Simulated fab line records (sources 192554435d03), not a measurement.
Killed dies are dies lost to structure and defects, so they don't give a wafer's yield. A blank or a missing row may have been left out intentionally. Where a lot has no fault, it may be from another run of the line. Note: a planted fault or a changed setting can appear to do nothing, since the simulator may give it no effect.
fab line records	flow n5Finfet
record lots=9	wafers=27	lastDay=17
route steps=1938 shown BEOL_M6@1211 PASSIVATION@1936
lots that met no fault: taken from a fault-free run of the same line
startH: the number of hours between the record's first day and the start of the first shown wafer of the lot	waitH: how many hours have passed since the lot's step before this one	" same as the row above	L1.1+2: a single row standing in for several wafers	- either no value or no given start	* or withheld: withheld	< > ~ a bound
route shown NAME@n: a module of which the file shows steps, and the number in the route of the first	usual: mean/standard deviation of fault-free wafers	same: alike in all rows	chamber/n: place in a boat	sites: the reading at each site	_std_site: their standard deviation	_edge_site: inner sites' mean taken away from outer sites' mean	radiusMm: for every site, how far away it sits from the centre of the wafer	mask NAME#n: copy n	behind: the last tool/chamber to shape the wafer	hold: what put the lot on hold/how long, in hours/how the hold closed	device: names the non-switching transistor (n, p or np)	end of line: tests of these same wafers at the route's end	a step with no rows: only its recipe	killed: at the first sort, the dies lost to defects and structure; wafer yield is something else	map: dies across one wafer; x = killed, . = not, _ = none there
set.NAME: the setting the step ran with; set.NAME@STEP: the setting that earlier step ran with	model.NAME: the simulator's own value behind a step, which no gauge read
steps of the route over a sample of lots; a table a step, a row a wafer
services: from which hour (startH, from the record's first day; less than 0 if before it) a tool's chamber was out of use, for how many hours, and why
## steps
# step N5_BEOL_M6_ETCH_61
# recipe chemistry=CF4	target=SiARC	targetDepthA=455	maskMaterial=CAR-ArF	timeS=75.8	ionEnergyEv=80	pressureMtorr=40	sourceW=545	biasW=36	Ar_flow_sccm=100	cf4FlowSccm=100	ends=cleared
# usual biasW=36.01/0.11	drypumpMotorCurrentA=5.8/0.47	etchRfOnTimeS=75.8/2	oesProductAu=0.68/0.067	rfVppV=183.9/1.1	showerheadPlenumPTorr=2.13/0.054	throttleValvePct=15.56/0.23
lot.wafer	tool	chamber	startH	waitH	biasW	drypumpMotorCurrentA	etchRfOnTimeS	oesProductAu	rfHoursCounterH	rfVppV	showerheadPlenumPTorr	throttleValvePct
L405.1	rieDiel-05	0	184.54	0.0	35.97	5.5	75.0	0.73	55	184.2	2.18	15.12
L405.3	"	3	"	"	36.01	5.6	74.4	0.62	200	185.6	2.20	15.80
L405.5	"	3	"	"	36.03	5.6	74.5	0.62	-	185.4	2.20	15.81
L409.1	rieDiel-03	0	205.23	0.0	35.94	5.8	74.9	0.73	49	184.0	2.09	15.52
L409.5	"	2	"	"	35.93	6.6	75.3	0.71	-	181.6	2.10	15.41
L409.6	"	3	"	"	36.08	6.3	73.2	0.60	-	183.1	2.11	15.78
L412.1	rieDiel-05	1	227.11	0.0	35.88	5.8	79.4	0.74	37	183.8	2.10	15.58
L412.3	"	0	"	"	36.05	5.5	74.0	0.72	68	184.5	2.18	15.14
L412.6	"	1	"	"	35.93	5.8	80.0	0.73	-	183.7	2.10	15.57
L415.1	rieDiel-04	1	234.46	0.0	36.13	6.4	75.4	0.73	55	186.6	2.25	15.68
L415.5	"	3	"	"	36.34	5.9	76.9	0.58	-	186.5	2.19	15.99
L415.6	"	0	"	"	35.89	5.7	74.4	0.78	-	183.0	2.10	15.67
L417.1	rieDiel-03	2	260.05	0.0	35.96	6.6	75.8	0.69	81	183.1	2.09	15.45
L417.4	"	3	"	"	36.05	6.3	74.1	0.59	-	184.1	2.11	15.82
L417.5	"	1	"	"	36.00	5.2	74.4	0.59	-	183.3	2.11	15.76
L419.1	rieDiel-05	2	263.48	0.0	36.11	5.2	78.3	0.64	143	181.0	2.07	15.35
L419.2	"	1	"	"	35.92	5.8	80.6	0.72	51	185.2	2.09	15.62
L419.4	"	2	"	"	36.04	5.2	78.3	0.64	-	181.8	2.07	15.35
L420.1	rieDiel-03	0	281.16	0.0	36.10	5.8	75.3	0.70	71	182.6	2.08	15.56
L420.3	"	3	"	"	36.04	6.3	72.9	0.58	261	181.6	2.10	15.84
L420.6	"	0	"	"	35.92	5.8	75.7	0.70	-	183.2	2.08	15.55
L426.1	rieDiel-05	0	308.79	0.0	35.87	5.5	75.8	0.68	95	183.0	2.17	15.21
L426.3	"	1	"	"	35.93	5.8	80.4	0.71	62	184.1	2.09	15.63
L426.6	"	1	"	"	35.99	5.8	79.6	0.70	-	182.5	2.09	15.63
L427.1	rieDiel-03	2	310.28	0.0	35.88	6.6	76.0	0.67	102	183.7	2.08	15.49
L427.5	"	1	"	"	36.16	5.1	74.1	0.81	-	182.7	2.11	15.29
L427.6	"	0	"	"	35.91	5.8	75.9	0.69	-	184.7	2.07	15.58
# step N5_BEOL_M6_ETCH_72
# recipe chemistry=N2/H2	target=underlayer	targetDepthA=65	maskMaterial=CAR-EUV	timeS=5.2	ionEnergyEv=200	pressureMtorr=30	sourceW=840	biasW=150	n2FlowSccm=200	h2FlowSccm=200	ends=cleared
# usual biasW=150.0/0.44	drypumpMotorCurrentA=5.9/0.43	etchRfOnTimeS=5.19/0.13	oesProductAu=0.70/0.072	rfVppV=524.1/2.6	showerheadPlenumPTorr=2.55/0.093	throttleValvePct=17.80/0.26
lot.wafer	tool	chamber	startH	waitH	biasW	drypumpMotorCurrentA	etchRfOnTimeS	oesProductAu	rfHoursCounterH	rfVppV	showerheadPlenumPTorr	throttleValvePct
L405.1	rieDiel-03	3	186.61	0.0	150.6	6.3	5.16	0.60	225	524.3	2.50	18.01
L405.3	"	0	"	"	150.8	5.8	5.12	0.74	43	524.2	2.49	17.92
L405.5	"	1	"	"	149.9	5.2	5.07	0.62	-	527.2	2.50	17.74
L409.1	rieDiel-05	2	206.73	0.0	150.0	5.2	5.40	0.66	122	521.5	2.45	17.51
L409.5	"	1	"	"	149.9	5.8	5.53	0.74	-	524.4	2.48	17.66
L409.6	"	0	"	"	150.9	5.5	5.14	0.72	-	525.6	2.57	17.36
L412.1	rieDiel-03	0	230.16	0.0	149.6	5.8	5.15	0.72	57	522.3	2.48	17.96
L412.3	"	2	"	"	150.2	6.6	5.13	0.69	70	522.3	2.47	17.73
L412.6	"	2	"	"	150.0	6.6	5.13	0.70	-	524.6	2.47	17.77
L415.1	rieDiel-04	1	236.95	0.0	149.9	6.4	5.17	0.73	55	528.6	2.70	18.07
L415.5	"	0	"	"	150.2	5.7	5.16	0.78	-	521.7	2.47	17.86
L415.6	"	1	"	"	149.7	6.4	5.19	0.73	-	527.4	2.70	18.06
L417.1	rieDiel-03	3	261.88	0.0	150.4	6.3	5.13	0.58	252	523.6	2.49	18.05
L417.4	"	0	"	"	149.7	5.8	5.13	0.71	-	519.5	2.48	17.94
L417.5	"	2	"	"	149.9	6.6	5.24	0.68	-	522.8	2.47	17.79
L419.1	rieDiel-04	1	266.59	0.0	149.7	6.4	5.14	0.73	67	529.4	2.69	18.06
L419.2	"	0	"	"	149.7	5.7	5.11	0.76	39	522.6	2.47	17.88
L419.4	"	2	"	"	150.2	5.9	5.12	0.80	-	527.6	2.71	17.34
L420.1	rieDiel-03	1	282.36	0.0	150.2	5.2	5.00	0.85	1	521.8	2.49	17.40
L420.3	"	0	"	"	149.9	5.8	5.17	0.69	72	521.2	2.48	17.97
L420.6	"	2	"	"	149.9	6.6	5.17	0.67	-	522.6	2.47	17.79
L426.1	rieDiel-05	2	311.13	0.0	150.6	5.2	5.49	0.63	159	520.6	2.44	17.53
L426.3	"	1	"	"	149.7	5.8	5.53	0.70	63	522.0	2.47	17.72
L426.6	"	2	"	"	149.5	5.2	5.46	0.63	-	519.7	2.44	17.56
L427.1	rieDiel-04	2	311.21	0.0	149.8	5.9	5.10	0.76	40	527.0	2.70	17.37
L427.5	"	3	"	"	150.2	6.0	5.21	0.80	-	527.8	2.60	17.81
L427.6	"	2	"	"	149.9	5.9	5.18	0.75	-	528.7	2.70	17.35
# step N5_BEOL_M6_ETCH_66
# recipe chemistry=N2/H2	target=SOC	targetDepthA=800	overetchA=160	maskMaterial=SiARC	tempC=40	timeS=120	ionEnergyEv=200	pressureMtorr=30	sourceW=840	biasW=150	n2FlowSccm=200	h2FlowSccm=200
# usual biasW=150.1/0.43	drypumpMotorCurrentA=5.9/0.43	oesProductAu=0.63/0.064	rfVppV=524.1/2.4	showerheadPlenumPTorr=2.55/0.093	throttleValvePct=17.76/0.26
lot.wafer	tool	chamber	startH	waitH	biasW	drypumpMotorCurrentA	oesProductAu	rfHoursCounterH	rfVppV	showerheadPlenumPTorr	throttleValvePct
L405.1	rieDiel-03	3	186.65	0.0	150.3	6.3	0.53	225	523.1	2.50	17.96
L405.3	"	0	"	"	150.2	5.8	0.65	43	522.6	2.49	17.88
L405.5	"	1	"	"	150.3	5.2	0.55	-	523.4	2.50	17.69
L409.1	rieDiel-05	2	206.77	0.0	150.6	5.2	0.60	122	521.4	2.45	17.43
L409.5	"	1	"	"	150.2	5.8	0.69	-	521.7	2.48	17.64
L409.6	"	0	"	"	150.5	5.5	0.65	-	526.1	2.57	17.28
L412.1	rieDiel-03	0	230.20	0.0	149.7	5.8	0.64	57	521.8	2.48	17.92
L412.3	"	2	"	"	150.1	6.6	0.63	70	522.1	2.47	17.71
L412.6	"	2	"	"	149.5	6.6	0.63	-	521.4	2.47	17.69
L415.1	rieDiel-04	1	237.00	0.0	150.3	6.4	0.66	55	527.8	2.70	18.00
L415.5	"	0	"	"	150.1	5.7	0.69	-	521.3	2.47	17.83
L415.6	"	1	"	"	149.4	6.4	0.66	-	528.2	2.70	18.00
L417.1	rieDiel-03	3	261.93	0.0	150.4	6.3	0.52	252	523.3	2.49	17.99
L417.4	"	0	"	"	150.2	5.8	0.63	-	521.6	2.48	17.91
L417.5	"	2	"	"	150.1	6.6	0.61	-	521.7	2.47	17.72
L419.1	rieDiel-04	1	266.63	0.0	150.1	6.4	0.65	67	526.8	2.69	18.04
L419.2	"	0	"	"	150.3	5.7	0.68	39	522.9	2.47	17.84
L419.4	"	2	"	"	149.9	5.9	0.71	-	528.5	2.71	17.29
L420.1	rieDiel-03	1	282.40	0.0	159.3	5.1	0.76	1	543.7	2.49	17.35
L420.3	"	0	"	"	150.5	5.8	0.63	72	522.3	2.48	17.93
L420.6	"	2	"	"	150.3	6.6	0.60	-	521.6	2.47	17.73
L426.1	rieDiel-05	2	311.17	0.0	149.7	5.2	0.57	159	522.1	2.44	17.52
L426.3	"	1	"	"	150.4	5.8	0.66	63	522.8	2.47	17.67
L426.6	"	2	"	"	150.4	5.2	0.58	-	519.7	2.44	17.51
L427.1	rieDiel-04	2	311.26	0.0	150.3	5.9	0.68	40	528.4	2.70	17.34
L427.5	"	3	"	"	150.2	5.9	0.71	-	524.0	2.60	17.77
L427.6	"	2	"	"	150.7	5.9	0.69	-	527.9	2.70	17.33
# step N5_BEOL_M6_ETCH_41
# recipe chemistry=CH3F/O2	target=SiCN	targetDepthA=297	taperDeg=2	timeS=52	ionEnergyEv=120	maskMaterial=TiN	pressureMtorr=30	sourceW=395	biasW=75	Ar_flow_sccm=150	CH3F_flow_sccm=30	O2_flow_sccm=20
# usual biasW=75.01/0.22	drypumpMotorCurrentA=5.9/0.43	oesProductAu=0.82/0.086	rfVppV=297.4/1.6	showerheadPlenumPTorr=2.01/0.069	throttleValvePct=16.28/0.22
lot.wafer	tool	chamber	startH	waitH	biasW	drypumpMotorCurrentA	oesProductAu	rfHoursCounterH	rfVppV	showerheadPlenumPTorr	throttleValvePct
L405.1	rieDiel-03	3	-	-	75.00	6.3	0.70	225	295.3	1.97	16.46
L405.3	"	0	"	"	74.95	5.8	0.87	43	296.7	1.96	16.32
L405.5	"	1	"	"	74.81	5.1	0.72	-	296.2	1.98	16.41
L409.1	rieDiel-05	2	-	-	74.68	5.2	0.77	122	295.1	1.93	16.00
L409.5	"	1	"	"	74.87	5.8	0.88	-	297.4	1.96	16.25
L409.6	"	0	"	"	75.06	5.5	0.84	-	298.4	2.05	15.90
L412.1	rieDiel-03	0	-	-	74.75	5.8	0.84	57	297.7	1.96	16.33
L412.3	"	2	"	"	75.06	6.6	0.83	70	298.1	1.95	16.15
L412.6	"	2	"	"	74.91	6.5	0.83	-	298.0	1.95	16.14
L415.1	rieDiel-04	1	-	-	74.79	6.4	0.86	55	299.4	2.11	16.39
L415.5	"	0	"	"	74.97	5.7	0.92	-	296.5	1.96	16.35
L415.6	"	1	"	"	75.09	6.4	0.86	-	299.6	2.11	16.41
L417.1	rieDiel-03	3	-	-	75.25	6.3	0.68	252	296.0	1.96	16.50
L417.4	"	0	"	"	75.09	5.8	0.84	-	296.3	1.96	16.36
L417.5	"	2	"	"	75.10	6.6	0.82	-	296.3	1.95	16.17
L419.1	rieDiel-04	1	-	-	74.79	6.4	0.85	68	299.6	2.10	16.42
L419.2	"	0	"	"	74.93	5.7	0.90	39	297.2	1.95	16.39
L419.4	"	2	"	"	75.05	5.9	0.95	-	300.9	2.14	15.91
L420.1	rieDiel-03	1	-	-	74.90	5.1	0.98	1	296.9	1.97	16.03
L420.3	"	0	"	"	74.82	5.8	0.82	72	295.3	1.95	16.37
L420.6	"	2	"	"	75.35	6.6	0.80	-	296.4	1.95	16.20
L426.1	rieDiel-05	2	-	-	75.18	5.2	0.74	159	295.1	1.92	16.07
L426.3	"	1	"	"	74.56	5.8	0.83	63	296.7	1.95	16.30
L426.6	"	2	"	"	75.19	5.2	0.73	-	296.5	1.92	16.07
L427.1	rieDiel-04	2	-	-	74.44	5.9	0.91	40	298.3	2.13	15.94
L427.5	"	3	"	"	75.17	5.9	0.95	-	297.8	2.05	16.28
L427.6	"	2	"	"	74.85	5.9	0.92	-	300.6	2.13	15.95
# step N5_PASSIVATION_PROBE_49
# usual defectLimitedYield=91.4/1.6	killed_at_M0_to_M3=34/10	killed_at_M4_up=12/4.8	killedAtContacts=11/6.2	killedAtFrontEnd=39/13	killedAtOther=4/3.1	killedDies=101/19	killedOpen=67/14	killedShort=32/8.3	sort_bin_5_function=5.0/1	sort_bin_6_memory=3.2/0.76	sortNPass=1079/19	sortYieldPct=91.4/1.6
# same grossDies=1180	killedAtBackSide=0	sort_bin_4_leakage[%]=0	sort_bin_8_speed[%]=0
lot.wafer	tool	chamber	startH	waitH	defectLimitedYield[%]	killed_at_M0_to_M3	killed_at_M4_up	killedAtContacts	killedAtFrontEnd	killedAtOther	killedDies	killedOpen	killedShort	sort_bin_5_function[%]	sort_bin_6_memory[%]	sortNPass	sortYieldPct[%]
L405.1	prober-01	-	274.50	0.0	89.2	46	18	7	55	1	127	81	46	5.8	4.8	1053	89.2
L405.3	prober-01	-	274.60	0.1	89.4	33	17	17	57	1	125	75	46	5.8	4.2	1055	89.4
L405.5	prober-01	-	274.70	0.2	90.8	32	19	12	45	0	108	66	41	5.5	3.4	1072	90.8
L409.1	prober-02	-	288.24	0.0	91.4	50	6	7	33	6	102	67	34	5.2	2.9	1078	91.4
L409.5	prober-02	-	288.44	0.2	89.0	29	9	15	72	5	130	87	42	6.6	4.2	1050	89.0
L409.6	prober-02	-	288.49	0.3	91.8	38	13	10	34	2	97	67	29	4.6	3.6	1083	91.8
L412.1	prober-01	-	311.26	0.0	90.8	44	8	11	35	10	108	64	44	5.5	3.5	1072	90.8
L412.3	prober-01	-	311.36	0.1	91.6	42	7	5	39	6	99	45	51	4.6	2.9	1081	91.6
L412.6	prober-01	-	311.51	0.3	90.3	48	18	6	36	6	114	68	44	6.0	3.1	1066	90.3
L415.1	prober-01	-	319.20	0.0	93.3	12	12	16	30	9	79	57	20	4.0	2.5	1101	93.3
L415.5	prober-01	-	319.40	0.2	94.2	25	8	15	19	1	68	40	26	3.6	1.9	1112	94.2
L415.6	prober-01	-	319.45	0.3	91.6	33	15	3	38	10	99	65	33	4.4	3.7	1081	91.6
L417.1	prober-02	-	344.42	0.0	93.9	22	11	2	35	2	72	48	22	3.3	2.3	1108	93.9
L417.4	prober-02	-	344.57	0.2	91.7	33	10	2	47	6	98	56	40	4.9	3.1	1082	91.7
L417.5	prober-02	-	344.62	0.2	91.4	21	21	6	51	3	102	55	34	4.9	2.9	1078	91.4
L419.1	prober-02	-	348.04	0.0	89.7	53	6	17	43	3	122	84	36	6.0	3.8	1058	89.7
L419.2	prober-02	-	348.09	0.1	91.3	31	4	21	46	1	103	74	26	4.9	3.6	1077	91.3
L419.4	prober-02	-	348.19	0.2	91.1	28	9	19	47	2	105	73	32	5.8	2.5	1075	91.1
L420.1	prober-02	-	360.08	0.0	90.4	24	18	9	60	2	113	80	30	4.8	4.3	1067	90.4
L420.3	prober-02	-	360.18	0.1	94.2	16	12	10	31	0	69	43	26	3.3	2.4	1111	94.2
L420.6	prober-02	-	360.33	0.3	92.6	22	11	6	48	0	87	58	29	4.6	2.7	1093	92.6
L426.1	prober-01	-	398.43	0.0	93.2	30	7	8	32	3	80	56	19	4.1	2.1	1100	93.2
L426.3	prober-01	-	398.53	0.1	89.9	57	11	13	27	11	119	66	50	6.3	3.2	1061	89.9
L426.6	prober-01	-	398.68	0.3	93.4	27	11	10	29	1	78	55	23	3.4	2.9	1102	93.4
L427.1	prober-02	-	398.46	0.0	94.0	32	12	4	22	1	71	49	21	3.1	3.0	1109	94.0
L427.5	prober-02	-	398.66	0.2	93.1	26	13	16	26	1	82	46	35	4.4	2.5	1098	93.1
L427.6	prober-02	-	398.71	0.3	93.4	26	6	7	31	8	78	50	28	4.1	2.4	1102	93.4
# killed by level:class
L405.1 BEOL_M0_SAQP:geometricParticle:short=18 FIN_SAQP:geometricParticle:short=13 FIN_SAQP:geometricParticle:open=12 BEOL_M2:geometricParticle:open=11 BEOL_M0_SAQP:geometricParticle:open=8 ILD0:geometricParticle:open=7 DUMMY_GATE:geometricParticle:open=6 BEOL_M4:geometricParticle:open=6
L405.3 BEOL_M0_SAQP:geometricParticle:short=17 MOL_CONTACT_COAG:geometricParticle:open=15 FIN_SAQP:geometricParticle:open=13 FIN_SAQP:geometricParticle:short=12 BEOL_M4:geometricParticle:open=8 BEOL_M0_SAQP:geometricParticle:open=8 DUMMY_GATE:geometricParticle:open=7 GATE_CUT:geometricParticle:short=7
L405.5 BEOL_M0_SAQP:geometricParticle:open=15 FIN_SAQP:geometricParticle:short=14 FIN_SAQP:geometricParticle:open=12 BEOL_M4:geometricParticle:open=12 BEOL_M0_SAQP:geometricParticle:short=10 MOL_CONTACT_COAG:geometricParticle:open=9 DUMMY_GATE:geometricParticle:open=6 STARTING-WAFER:geometricParticle:short=4
L409.1 BEOL_M0_SAQP:geometricParticle:short=13 BEOL_M2:geometricParticle:open=12 BEOL_M0_SAQP:geometricParticle:open=8 STI_FIN_REVEAL:geometricParticle:open=7 MOL_CONTACT_COAG:geometricParticle:open=7 BEOL_M1:geometricParticle:open=6 FIN_SAQP:geometricParticle:open=5 FIN_SAQP:geometricParticle:short=5
L409.5 FIN_SAQP:geometricParticle:open=27 MOL_CONTACT_COAG:geometricParticle:open=10 BEOL_M0_SAQP:geometricParticle:short=9 FIN_SAQP:geometricParticle:short=8 DUMMY_GATE:geometricParticle:open=7 STI_FIN_REVEAL:geometricParticle:open=6 GATE_CUT:geometricParticle:open=6 GATE_CUT:geometricParticle:short=5
L409.6 BEOL_M0_SAQP:geometricParticle:open=13 BEOL_M2:geometricParticle:open=10 STI_FIN_REVEAL:geometricParticle:open=9 BEOL_M0_SAQP:geometricParticle:short=8 MOL_CONTACT_COAG:geometricParticle:open=6 BEOL_M7:geometricParticle:open=5 FIN_SAQP:geometricParticle:short=4 FIN_SAQP:geometricParticle:open=4
L412.1 STI_FIN_REVEAL:geometricParticle:open=14 BEOL_M0_SAQP:geometricParticle:open=13 BEOL_M0_SAQP:geometricParticle:short=12 FIN_SAQP:geometricParticle:short=11 MOL_CONTACT_COAG:geometricParticle:open=8 FIN_SAQP:geometricParticle:open=5 BEOL_M0:geometricParticle:open=4 BEOL_M1:geometricParticle:open=4
L412.3 BEOL_M0_SAQP:geometricParticle:short=17 FIN_SAQP:geometricParticle:short=11 BEOL_M0_SAQP:geometricParticle:open=10 STI_FIN_REVEAL:geometricParticle:open=7 MOL_CONTACT_COAG:geometricParticle:open=4 STARTING-WAFER:geometricParticle:short=4 BEOL_M2:geometricParticle:open=3 DUMMY_GATE:geometricParticle:short=3
L412.6 BEOL_M0_SAQP:geometricParticle:open=18 BEOL_M0_SAQP:geometricParticle:short=16 GATE_CUT:geometricParticle:short=8 FIN_SAQP:geometricParticle:open=6 BEOL_M4:geometricParticle:open=6 MOL_CONTACT_COAG:geometricParticle:open=5 FIN_SAQP:geometricParticle:short=4 GATE_CUT:geometricParticle:open=4
L415.1 MOL_CONTACT_COAG:geometricParticle:open=14 STI_FIN_REVEAL:geometricParticle:open=10 BEOL_M4:geometricParticle:open=6 STARTING-WAFER:geometricParticle:open=5 BEOL_M0_SAQP:geometricParticle:open=4 BEOL_M0:geometricParticle:open=4 STARTING-WAFER:geometricParticle:short=4 FIN_SAQP:geometricParticle:short=3
L415.5 MOL_CONTACT_COAG:geometricParticle:open=12 GATE_CUT:geometricParticle:short=5 BEOL_M0_SAQP:geometricParticle:open=4 BEOL_M0_SAQP:geometricParticle:short=4 BEOL_M0:geometricParticle:open=4 BEOL_M2:geometricParticle:open=4 BEOL_M4:geometricParticle:open=4 MOL_CONTACT_COAG:geometricParticle:short=3
L415.6 STI_FIN_REVEAL:geometricParticle:open=15 BEOL_M2:geometricParticle:open=10 BEOL_M2:geometricParticle:short=7 DUMMY_GATE:geometricParticle:open=4 GATE_CUT:geometricParticle:short=4 BEOL_M0_SAQP:geometricParticle:open=4 BEOL_M3:geometricParticle:open=4 BEOL_M5:geometricParticle:open=4
L417.1 FIN_SAQP:geometricParticle:open=11 BEOL_M0_SAQP:geometricParticle:open=11 STI_FIN_REVEAL:geometricParticle:open=6 GATE_CUT:geometricParticle:short=5 BEOL_M0_SAQP:geometricParticle:short=5 FIN_SAQP:geometricParticle:short=4 BEOL_M4:geometricParticle:open=4 BEOL_M7:geometricParticle:open=4
L417.4 BEOL_M0_SAQP:geometricParticle:short=12 FIN_SAQP:geometricParticle:open=9 FIN_SAQP:geometricParticle:short=9 BEOL_M0_SAQP:geometricParticle:open=9 STI_FIN_REVEAL:geometricParticle:open=7 GATE_CUT:geometricParticle:short=7 BEOL_M2:geometricParticle:open=6 DUMMY_GATE:geometricParticle:open=4
L417.5 FIN_SAQP:geometricParticle:short=14 HKMG_FIN:areaEtch=9 FIN_SAQP:geometricParticle:open=8 BEOL_M4:geometricParticle:open=7 STARTING-WAFER:geometricParticle:short=6 BEOL_M0:geometricParticle:open=6 BEOL_M7:geometricParticle:open=6 MOL_CONTACT_COAG:geometricParticle:open=5
L419.1 MOL_CONTACT_COAG:geometricParticle:open=14 BEOL_M0_SAQP:geometricParticle:open=13 BEOL_M0_SAQP:geometricParticle:short=12 FIN_SAQP:geometricParticle:open=11 STI_FIN_REVEAL:geometricParticle:open=11 BEOL_M3:geometricParticle:open=10 FIN_SAQP:geometricParticle:short=7 BEOL_M2:geometricParticle:open=6
L419.2 FIN_SAQP:geometricParticle:open=19 MOL_CONTACT_COAG:geometricParticle:open=17 BEOL_M3:geometricParticle:open=15 BEOL_M0_SAQP:geometricParticle:short=6 FIN_SAQP:geometricParticle:short=6 STI_FIN_REVEAL:geometricParticle:open=5 DUMMY_GATE:geometricParticle:open=4 MOL_CONTACT_COAG:geometricParticle:short=4
L419.4 MOL_CONTACT_COAG:geometricParticle:open=19 STI_FIN_REVEAL:geometricParticle:open=14 FIN_SAQP:geometricParticle:open=10 BEOL_M0_SAQP:geometricParticle:short=8 FIN_SAQP:geometricParticle:short=7 BEOL_M3:geometricParticle:open=7 BEOL_M2:geometricParticle:open=4 STI_FIN_REVEAL:geometricParticle:short=4
L420.1 FIN_SAQP:geometricParticle:open=23 FIN_SAQP:geometricParticle:short=16 MOL_CONTACT_COAG:geometricParticle:open=8 BEOL_M2:geometricParticle:open=7 BEOL_M5:geometricParticle:open=7 BEOL_M0_SAQP:geometricParticle:open=6 BEOL_M3:geometricParticle:open=5 DUMMY_GATE:geometricParticle:open=5
L420.3 MOL_CONTACT_COAG:geometricParticle:open=10 FIN_SAQP:geometricParticle:open=5 STARTING-WAFER:geometricParticle:short=5 GATE_CUT:geometricParticle:short=4 STI_FIN_REVEAL:geometricParticle:open=4 ILD0:geometricParticle:short=4 BEOL_M2:geometricParticle:open=4 BEOL_M5:geometricParticle:open=4
L420.6 FIN_SAQP:geometricParticle:open=20 FIN_SAQP:geometricParticle:short=11 GATE_CUT:geometricParticle:open=6 BEOL_M1:geometricParticle:short=6 MOL_CONTACT_COAG:geometricParticle:open=5 BEOL_M1:geometricParticle:open=5 BEOL_M5:geometricParticle:open=5 STARTING-WAFER:geometricParticle:short=4
L426.1 BEOL_M3:geometricParticle:open=10 FIN_SAQP:geometricParticle:open=6 MOL_CONTACT_COAG:geometricParticle:open=6 BEOL_M2:geometricParticle:open=5 FIN_SAQP:geometricParticle:short=5 GATE_CUT:geometricParticle:open=5 BEOL_M1:geometricParticle:open=5 BEOL_M0_SAQP:geometricParticle:short=4
L427.1 BEOL_M2:geometricParticle:open=9 BEOL_M4:geometricParticle:open=7 BEOL_M1:geometricParticle:open=7 BEOL_M3:geometricParticle:open=7 STI_FIN_REVEAL:geometricParticle:open=4 FIN_SAQP:geometricParticle:short=3 MOL_CONTACT_COAG:geometricParticle:open=3 BEOL_M0_SAQP:geometricParticle:open=3
L426.3 BEOL_M0_SAQP:geometricParticle:open=19 BEOL_M0_SAQP:geometricParticle:short=14 MOL_CONTACT_COAG:geometricParticle:open=12 BEOL_M2:geometricParticle:open=8 FIN_SAQP:geometricParticle:short=6 BEOL_M3:geometricParticle:open=6 PASS1_CAP:geometricParticle:short=6 GATE_CUT:geometricParticle:short=5
L427.5 MOL_CONTACT_COAG:geometricParticle:open=9 MOL_CONTACT_COAG:geometricParticle:short=7 FIN_SAQP:geometricParticle:open=6 BEOL_M0_SAQP:geometricParticle:open=6 BEOL_M1:geometricParticle:short=5 BEOL_M4:geometricParticle:open=5 DUMMY_GATE:geometricParticle:short=4 BEOL_M0_SAQP:geometricParticle:short=4
L426.6 MOL_CONTACT_COAG:geometricParticle:open=9 BEOL_M2:geometricParticle:open=9 STI_FIN_REVEAL:geometricParticle:open=7 BEOL_M0_SAQP:geometricParticle:short=6 BEOL_M0_SAQP:geometricParticle:open=6 BEOL_M4:geometricParticle:open=4 FIN_SAQP:geometricParticle:open=3 DUMMY_GATE:geometricParticle:open=3
L427.6 FIN_SAQP:geometricParticle:open=7 MOL_CONTACT_COAG:geometricParticle:open=7 BEOL_M1:geometricParticle:open=7 BEOL_M0:geometricParticle:open=6 FIN_SAQP:geometricParticle:short=5 PASS1_CAP:geometricParticle:short=4 FIN_CUT:geometricParticle:open=3 BEOL_M0_SAQP:geometricParticle:open=3
## services
tool	chamber	startH	hours	kind
rieDiel-04	3	172.52	3.1	repair
rieDiel-04	2	184.78	-	clean
rieDiel-04	2	184.78	-	consumableReplace:focusRing
rieDiel-04	2	184.78	-	consumableReplace:showerhead
rieDiel-04	2	184.78	21.2	scheduledDown
rieDiel-04	2	184.78	21.2	ventCycle
rieDiel-04	3	246.40	-	clean
rieDiel-04	3	246.40	-	consumableReplace:focusRing
rieDiel-04	3	246.40	26.4	scheduledDown
rieDiel-04	3	246.40	26.4	ventCycle
rieDiel-03	1	260.72	-	clean
rieDiel-03	1	260.72	-	consumableReplace:focusRing
rieDiel-03	1	260.72	19.1	scheduledDown
rieDiel-03	1	260.72	19.1	ventCycle
rieDiel-05	1	269.99	15.2	repair
rieDiel-03	3	293.99	9.0	repair
rieDiel-04	3	294.36	5.3	repair
rieDiel-05	-	294.65	0.6	repair
rieDiel-05	2	295.50	9.8	repair
## key
firstSign step=N5_BEOL_M6_ETCH_66	reading=biasW	direction=up	sigmas=22	usual=*	struck=*
effect step=N5_BEOL_M6_ETCH_66	reading=rfVppV	direction=up	sigmas=8.1	usual=524.1	struck=543.7
metAt N5_BEOL_M6_ETCH_66
struckLots L420
struckWafers L420.1
notActingAt N5_BEOL_M6_ETCH_61,N5_BEOL_M6_ETCH_72,N5_BEOL_M6_ETCH_41
onsetBetween 186.65 282.40
fault kind=processParameterDrift	tool=rieDiel-03	chamber=1	onsetH=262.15	steps=N5_BEOL_M6_ETCH_66	channel=biasW	offset=*	shape=step	endH=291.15	actsIn=*	stated=*
